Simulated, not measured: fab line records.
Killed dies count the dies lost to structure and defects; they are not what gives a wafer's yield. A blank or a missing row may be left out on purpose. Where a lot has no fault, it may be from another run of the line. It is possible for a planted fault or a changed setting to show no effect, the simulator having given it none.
Matching of chambers    flow n5 finfet    N5_BEOL_M10_ETCH_62 on rie diel-02 has 4 sister chambers
The step etches SOC in N2/H2, target depth 110 nm, overetch 22 nm, time 165 s. 8 wafers are shown with their chamber, then 9 later ones without.

## EACH WAFER AND ITS CHAMBER
wafer   chamber  throttle valve pct (%)  showerhead plenum p Torr (Torr)
L080.6  1        17.50                   2.58
L088.5  1        17.53                   2.57
L090.2  2        18.09                   2.62
L090.3  3        17.67                   2.55
L090.4  0        18.17                   2.42
L089.3  3        17.64                   2.55
L089.4  0        18.18                   2.42
L089.5  2        18.10                   2.62

## WAFERS WHOSE CHAMBER IS MISSING
wafer   throttle valve pct (%)  showerhead plenum p Torr (Torr)
L091.1  17.55                   2.57
L091.3  18.10                   2.62
L091.4  17.53                   2.57
L093.1  18.21                   2.41
L093.2  17.65                   2.55
L093.3  17.56                   2.56
L095.2  17.56                   2.56
L095.4  18.20                   2.41
L095.5  17.56                   2.56

## EACH ONE'S CHAMBER
wafer   from the rows above      in truth
L091.1  1                        1
L091.3  2                        2
L091.4  1                        1
L093.1  0                        0
L093.2  3                        3
L093.3  can't be placed: 1 or 3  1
L095.2  can't be placed: 1 or 3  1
L095.4  0                        0
L095.5  can't be placed: 1 or 3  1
6 of 9 placed correctly. These rows do not allow placing 3 (true chamber among the candidates in 3). Placed wrongly: 0.
How it was worked out, from the rows above alone: a wafer's distance from a chamber is the root of the sum, over the readings, of the square of ((its reading less the chamber's mean) divided by the reading's scatter). The wafer belongs to the nearest chamber; if the next one is less than 2 further off, it can't be placed. For every chamber, the mean is computed from those of its wafers that are shown. The scatter: the root of (the sum of the squares of (reading less its chamber's mean) over the shown wafers, divided by (wafers less chambers)).
